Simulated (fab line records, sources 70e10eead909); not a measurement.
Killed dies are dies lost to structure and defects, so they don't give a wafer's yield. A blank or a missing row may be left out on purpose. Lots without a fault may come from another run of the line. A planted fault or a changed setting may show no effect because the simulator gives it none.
Which tool did it? | flow nand_harc | 24 lots, 72 wafers sampled, at 4 steps of a route of 1302

WHAT THE GAUGES READ, wafer by wafer
NHARC_A_ONON_D2_THK_MEAS_24: measures by ellipsometry. Usual: thk_nm 998 nm, standard deviation 8.6.
lot  | measured     | on            | thk_nm (nm)    | flag
L075 | day 13 00:08 | film_metro-02 | 1000 998 999   |
L074 | day 13 00:09 | film_metro-01 | 996 1000 1000  |
L076 | day 14 00:48 | film_metro-02 | 1007 1009 1008 |
L077 | day 14 00:50 | film_metro-01 | 1003 1004 1005 |
L078 | day 14 04:59 | film_metro-01 | 1009 1009 1008 |
L080 | day 14 22:10 | film_metro-02 | 1008 1008 1008 |
L079 | day 14 22:08 | film_metro-02 | 1009 1009 1007 |
L081 | day 15 15:40 | film_metro-02 | 1001 1002 1002 |
L082 | day 16 07:57 | film_metro-01 | 997 997 997    |
L083 | day 16 23:36 | film_metro-01 | 1001 1002 1001 |
L084 | day 16 23:37 | film_metro-01 | 989 988 989    |
L085 | day 17 21:09 | film_metro-01 | 975 975 976    |
L086 | day 17 21:08 | film_metro-02 | 993 994 993    |
L087 | day 18 23:01 | film_metro-02 | 998 998 998    |
L088 | day 19 04:29 | film_metro-02 | 1013 1013 1012 |
L089 | day 19 04:29 | film_metro-01 | 982 983 985    |
L090 | day 19 22:32 | film_metro-02 | 996 996 995    |
L091 | day 20 05:15 | film_metro-02 | 1002 1004 1003 |
L092 | day 20 05:23 | film_metro-01 | 998 996 998    |
L093 | day 20 05:37 | film_metro-01 | 991 992 995    |
L094 | day 21 15:34 | film_metro-02 | 995 993 994    |
L095 | day 22 03:36 | film_metro-02 | 996 999 998    |
L096 | day 22 14:18 | film_metro-01 | 990 986 988    |
L097 | day 22 14:17 | film_metro-02 | 1002 1003 1003 |

NHARC_A_ONON_D2_THK_MEAS_27: measures by ellipsometry. Usual: thk_nm 1002 nm, standard deviation 11.
lot  | measured     | on            | thk_nm (nm)    | flag
L075 | day 13 00:42 | film_metro-02 | 996 997 996    |
L074 | day 13 00:43 | film_metro-01 | 1002 1003 1003 |
L076 | day 14 01:22 | film_metro-01 | 990 992 994    |
L077 | day 14 01:25 | film_metro-02 | 1020 1019 1018 |
L078 | day 14 05:33 | film_metro-01 | 995 994 993    |
L080 | day 14 22:43 | film_metro-02 | 1010 1009 1012 |
L079 | day 14 22:42 | film_metro-02 | 1004 1000 1001 |
L081 | day 15 16:14 | film_metro-01 | 1005 1005 1005 |
L082 | day 16 08:31 | film_metro-01 | 993 993 995    |
L083 | day 17 00:10 | film_metro-01 | 990 992 989    |
L084 | day 17 00:11 | film_metro-01 | 983 983 982    |
L085 | day 17 21:43 | film_metro-01 | 1006 1009 1005 |
L086 | day 17 21:43 | film_metro-02 | 1017 1015 1015 |
L087 | day 18 23:34 | film_metro-01 | 1010 1009 1009 |
L088 | day 19 05:03 | film_metro-02 | 994 990 992    |
L089 | day 19 05:04 | film_metro-01 | 997 996 996    |
L090 | day 19 23:05 | film_metro-01 | 1011 1012 1013 |
L091 | day 20 05:49 | film_metro-01 | 988 985 989    |
L092 | day 20 05:58 | film_metro-02 | 1012 1009 1008 |
L093 | day 20 06:11 | film_metro-02 | 1006 1005 1006 |
L094 | day 21 16:08 | film_metro-02 | 1016 1017 1020 |
L095 | day 22 04:10 | film_metro-01 | 1020 1019 1019 |
L096 | day 22 14:52 | film_metro-01 | 1012 1011 1011 |
L097 | day 22 14:52 | film_metro-02 | 985 985 987    |

NHARC_A_CHANNEL_HOLE_D2_CD_MEAS_10: target cd 100 nm. Usual: cd_nm 100.1 nm, standard deviation 0.46.
lot  | measured     | on        | cd_nm (nm)        | flag
L075 | day 13 04:30 | cd_sem-01 | 99.7 100.2 99.9   |
L074 | day 13 04:39 | cd_sem-03 | 99.7 99.4 99.0    |
L076 | day 14 07:10 | cd_sem-03 | 99.4 99.7 99.6    |
L077 | day 14 07:22 | cd_sem-03 | 100.2 100.6 100.1 |
L078 | day 14 12:47 | cd_sem-03 | 100.9 100.3 100.3 |
L080 | day 15 02:44 | cd_sem-03 | 100.8 99.9 99.9   |
L079 | day 15 02:24 | cd_sem-01 | 100.2 99.6 100.6  |
L081 | day 15 21:07 | cd_sem-02 | 100.2 100.3 99.9  |
L082 | day 16 12:24 | cd_sem-03 | 99.8 99.4 100.3   |
L083 | day 17 04:34 | cd_sem-01 | 100.5 100.4 99.9  |
L084 | day 17 05:31 | cd_sem-03 | 100.7 100.0 100.2 |
L085 | day 18 02:13 | cd_sem-03 | 100.1 99.5 100.3  |
L086 | day 18 02:31 | cd_sem-01 | 99.7 99.8 100.0   |
L087 | day 19 03:22 | cd_sem-02 | 99.9 99.7 100.1   |
L088 | day 19 11:20 | cd_sem-01 | 99.3 100.0 99.9   |
L089 | day 19 12:59 | cd_sem-01 | 99.9 99.5 99.8    |
L090 | day 20 02:46 | cd_sem-03 | 100.6 101.0 100.9 |
L091 | day 20 09:43 | cd_sem-02 | 100.7 100.7 100.2 |
L092 | day 20 10:05 | cd_sem-01 | 100.6 101.2 100.6 |
L093 | day 20 10:35 | cd_sem-01 | 100.3 99.3 100.3  |
L094 | day 21 19:59 | cd_sem-01 | 100.8 101.1 100.0 |
L095 | day 22 07:58 | cd_sem-03 | 100.2 100.4 100.8 |
L096 | day 22 20:37 | cd_sem-03 | 100.6 100.0 100.2 |
L097 | day 22 18:35 | cd_sem-01 | 99.5 99.7 100.2   |

WHICH TOOL RAN EACH LOT (tool, then ch and the chambers of the sampled wafers, then the start)
lot  | NHARC_A_CHANNEL_HOLE_D1_ETCH_44
L075 | rie_diel-04 ch 0,1, day 8 22:13
L074 | rie_diel-09 ch 1,2,3, day 8 22:44
L076 | rie_diel-04 ch 0,2, day 9 18:05
L077 | rie_diel-04 ch 0,2,3, day 9 22:13
L078 | rie_diel-09 ch 0,3, day 10 03:06
L080 | rie_diel-04 ch 0,1,2, day 10 21:45
L079 | rie_diel-04 ch 1,2,3, day 10 22:46
L081 | rie_diel-06 ch 0,1,2, day 11 17:05
L082 | rie_diel-06 ch 2,3, day 12 02:36
L083 | rie_diel-04 ch 0,1, day 12 14:25
L084 | rie_diel-04 ch 1,3, day 12 22:01
L085 | rie_diel-06 ch 1,3, day 13 07:35
L086 | rie_diel-06 ch 0,1,3, day 13 14:46
L087 | rie_diel-04 ch 0,2,3, day 14 15:46
L088 | rie_diel-04 ch 1,3, day 15 03:47
L089 | rie_diel-09 ch 0,1,2, day 15 04:17
L090 | rie_diel-04 ch 0,1,2, day 15 15:56
L091 | rie_diel-06 ch 0,1,3, day 16 01:42
L092 | rie_diel-09 ch 1,2,3, day 16 02:40
L093 | rie_diel-04 ch 0,3, day 16 10:08
L094 | rie_diel-06 ch 0,1, day 17 14:13
L095 | rie_diel-09 ch 0,1,3, day 17 22:03
L096 | rie_diel-06 ch 0,1,3, day 18 05:02
L097 | rie_diel-04 ch 1,2,3, day 18 13:12
- NHARC_A_CHANNEL_HOLE_D1_ETCH_44: etches the open film in CF4/O2, target depth 140 nm, overetch 14 nm, time 77 s.

WHAT THE TOOLS THEMSELVES READ (means of the sampled wafers that have a number; where no wafer has one, the mark that the record gives instead)
NHARC_A_CHANNEL_HOLE_D1_ETCH_44. Usual: drypump_motor_current_A 5.8 A, standard deviation 0.38; oes_product_au 1.000 a.u., standard deviation 0.011; rf_vpp_V 197.5 V, standard deviation 1.6; showerhead_plenum_p_Torr 1.33 Torr, standard deviation 0.063; throttle_valve_pct 13.397 %, standard deviation 0.0093.
lot  | tool        | drypump_motor_current_A (A) | oes_product_au (a.u.) | rf_vpp_V (V) | showerhead_plenum_p_Torr (Torr) | throttle_valve_pct (%) | flag
L075 | rie_diel-04 | 5.7                         | 0.983                 | 197.3        | 1.29                            | 13.391                 |
L074 | rie_diel-09 | 6.0                         | 0.999                 | 195.8        | 1.28                            | 13.407                 |
L076 | rie_diel-04 | 5.7                         | 0.990                 | 197.3        | 1.31                            | 13.394                 |
L077 | rie_diel-04 | 5.9                         | 1.002                 | 196.6        | 1.31                            | 13.396                 |
L078 | rie_diel-09 | 5.3                         | 0.986                 | 197.9        | 1.32                            | 13.406                 |
L080 | rie_diel-04 | 5.6                         | 0.993                 | 197.6        | 1.33                            | 13.404                 |
L079 | rie_diel-04 | 5.8                         | 0.997                 | 197.9        | 1.33                            | 13.391                 |
L081 | rie_diel-06 | 5.6                         | 1.013                 | 198.7        | 1.39                            | 13.385                 |
L082 | rie_diel-06 | 5.6                         | 1.006                 | 198.8        | 1.40                            | 13.396                 |
L083 | rie_diel-04 | 5.7                         | 0.991                 | 196.5        | 1.28                            | 13.382                 |
L084 | rie_diel-04 | 6.1                         | 1.007                 | 197.2        | 1.29                            | 13.396                 |
L085 | rie_diel-06 | 6.2                         | 1.004                 | 196.9        | 1.34                            | 13.400                 |
L086 | rie_diel-06 | 6.0                         | 1.014                 | 197.5        | 1.35                            | 13.406                 |
L087 | rie_diel-04 | 5.8                         | 0.995                 | 197.1        | 1.30                            | 13.399                 |
L088 | rie_diel-04 | 5.9                         | 1.010                 | 197.6        | 1.31                            | 13.401                 |
L089 | rie_diel-09 | 5.6                         | 0.998                 | 198.4        | 1.37                            | 13.396                 |
L090 | rie_diel-04 | 5.7                         | 0.991                 | 197.3        | 1.32                            | 13.389                 |
L091 | rie_diel-06 | 6.1                         | 0.994                 | 197.7        | 1.34                            | 13.383                 |
L092 | rie_diel-09 | 6.0                         | 1.008                 | 197.5        | 1.34                            | 13.403                 |
L093 | rie_diel-04 | 6.0                         | 0.995                 | 195.4        | 1.25                            | 13.402                 |
L094 | rie_diel-06 | 5.8                         | 1.009                 | 197.6        | 1.35                            | 13.395                 |
L095 | rie_diel-09 | 5.6                         | 1.009                 | 197.7        | 1.34                            | 13.394                 |
L096 | rie_diel-06 | 6.1                         | 1.007                 | 198.8        | 1.34                            | 13.399                 |
L097 | rie_diel-04 | 5.8                         | 0.995                 | 197.7        | 1.33                            | 13.407                 |

THE ANSWER, worked out from the rows above alone
Rule: a lot is off if the mean of its wafers that have a number lies more than 3 standard deviations from the usual mean. A lot without any number at a reading at which 4 lots or more have one is off too. The other lots that the step has rows for count as sound. The gauges are gone through in route order, then the tools' own readings, and for those a lot's mean is taken as printed above. The first step at which some lot is off is used, and at that step the reading that is off furthest; a lot without a number counts as furthest.
No lot is off at any reading shown: from this, nothing can be told.

WHAT THE SIMULATOR HAD PUT IN
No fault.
